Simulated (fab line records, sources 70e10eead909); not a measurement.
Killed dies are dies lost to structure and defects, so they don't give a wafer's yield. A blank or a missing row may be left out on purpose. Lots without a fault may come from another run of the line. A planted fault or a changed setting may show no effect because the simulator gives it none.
Tool commonality check | flow nand_harc | 14 lots, 39 wafers sampled

WHY IT WAS OPENED
At NHARC_A_SGD_CUT_INSPECT_11 the reading raw_defect_count is flagged on 3 of 14 lots. Wafers without a fault read 54, standard deviation 31.
Rule: a lot is flagged when every wafer of it that has a number lies more than 4 standard deviations from that mean, or none has a number. The other lots count as sound.

lot  | measured     | on                | raw_defect_count, wafer by wafer | flag
L687 | day 19 02:35 | defect_inspect-01 | 79 62 66                         |
L690 | day 20 02:10 | defect_inspect-02 | 57 77 67                         |
L689 | day 20 02:30 | defect_inspect-01 | 129 99 119                       |
L688 | day 20 02:46 | defect_inspect-02 | 18 26 19                         |
L692 | day 21 06:49 | defect_inspect-01 | 37 23 33                         |
L693 | day 22 05:47 | defect_inspect-02 | 28 21 24                         |
L694 | day 22 06:05 | defect_inspect-02 | 69 64 64                         |
L695 | day 22 15:58 | defect_inspect-02 | 24 33 29                         |
L703 | day 25 19:13 | defect_inspect-02 | 526 530                          | FLAGGED
L702 | day 25 19:23 | defect_inspect-01 | 518 515                          | FLAGGED
L704 | day 25 19:34 | defect_inspect-01 | 503 504                          | FLAGGED
L705 | day 26 19:04 | defect_inspect-02 | 18 18 19                         |
L706 | day 26 19:55 | defect_inspect-01 | 88 95 93                         |
L710 | day 27 22:19 | defect_inspect-01 | 95 97 92                         |
The numbers of the flagged lots are 516 on average: +462 against the usual, or +15 standard deviations.

WHICH TOOL RAN EACH LOT
The record holds 2 process steps before the reading, out of a route of 1302 steps. In each cell: the tool, then ch and the chambers that the sampled wafers went through, then the start.
lot  | flag    | NHARC_A_STAIRCASE_ETCH_444         | NHARC_A_SGD_CUT_DEP_00
L687 |         | rie_diel-08 ch 0,1,3, day 18 18:36 | pecvd-01 ch 0,1, day 19 01:46
L690 |         | rie_diel-10 ch 0,2,3, day 19 18:41 | pecvd-01 ch 0,1,2, day 20 01:23
L689 |         | rie_diel-06 ch 0,1,2, day 19 19:20 | pecvd-03 ch 0,1, day 20 01:40
L688 |         | rie_diel-08 ch 2,3, day 19 18:50   | pecvd-03 ch 1,2, day 20 01:55
L692 |         | rie_diel-08 ch 0,2, day 20 23:04   | pecvd-03 ch 1,2, day 21 06:06
L693 |         | rie_diel-06 ch 0,1, day 21 21:39   | pecvd-04 ch 0,2, day 22 04:58
L694 |         | rie_diel-08 ch 0,2,3, day 21 21:49 | pecvd-04 ch 0,2, day 22 05:13
L695 |         | rie_diel-06 ch 0,2,3, day 22 08:37 | pecvd-01 ch 0,1,2, day 22 15:16
L703 | FLAGGED | rie_diel-06 ch 0, day 25 11:01     | pecvd-01 ch 2, day 25 18:27
L702 | FLAGGED | rie_diel-10 ch 2, day 25 12:30     | pecvd-01 ch 2, day 25 18:32
L704 | FLAGGED | rie_diel-08 ch 2, day 25 12:02     | pecvd-01 ch 2, day 25 18:43
L705 |         | rie_diel-10 ch 0,1,3, day 26 11:08 | pecvd-04 ch 0,2, day 26 18:15
L706 |         | rie_diel-08 ch 2,3, day 26 10:59   | pecvd-04 ch 0,1,2, day 26 19:05
L710 |         | rie_diel-08 ch 1,3, day 27 14:18   | pecvd-04 ch 1,2, day 27 21:30
What these steps do:
- NHARC_A_STAIRCASE_ETCH_444: etches the open film in C4F8/O2, target depth 20400 nm, time 6800 s.
- NHARC_A_SGD_CUT_DEP_00: deposits SiNx, target thk 50 nm.
- NHARC_A_SGD_CUT_INSPECT_11

FLAGGED OVER TOTAL, TOOL BY TOOL (the gauges that took the reading come last)
step                       | tool              | lots run | flagged | share of the flagged lots | sound lots run after its first flagged lot
NHARC_A_STAIRCASE_ETCH_444 | rie_diel-06       | 4        | 1       | some                      | 0
NHARC_A_STAIRCASE_ETCH_444 | rie_diel-08       | 7        | 1       | some                      | 2 (L706,L710)
NHARC_A_STAIRCASE_ETCH_444 | rie_diel-10       | 3        | 1       | some                      | 1 (L705)
NHARC_A_SGD_CUT_DEP_00     | pecvd-01          | 6        | 3       | all                       | 0
NHARC_A_SGD_CUT_DEP_00     | pecvd-03          | 3        | 0       | none                      | -
NHARC_A_SGD_CUT_DEP_00     | pecvd-04          | 5        | 0       | none                      | -
NHARC_A_SGD_CUT_INSPECT_11 | defect_inspect-01 | 7        | 2       | some                      | 2 (L706,L710)
NHARC_A_SGD_CUT_INSPECT_11 | defect_inspect-02 | 7        | 1       | some                      | 1 (L705)

WHAT THE TABLE ALLOWS
1 row of the table ran every flagged lot: pecvd-01 at NHARC_A_SGD_CUT_DEP_00.
- pecvd-01 at NHARC_A_SGD_CUT_DEP_00: 3 of its 6 lots flagged. Its last sound lot is L695 (day 22 15:16), its first flagged lot L703 (day 25 18:27): a fault that began between those two fits.
One tool is left: pecvd-01 at NHARC_A_SGD_CUT_DEP_00.

WHAT THE SIMULATOR HAD PUT IN
Chamber particle source: pecvd-01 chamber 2, from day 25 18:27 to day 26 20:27, at NHARC_A_SGD_CUT_DEP_00. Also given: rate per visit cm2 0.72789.
Lots struck among those shown: L703, L702, L704. The rule above found the same.
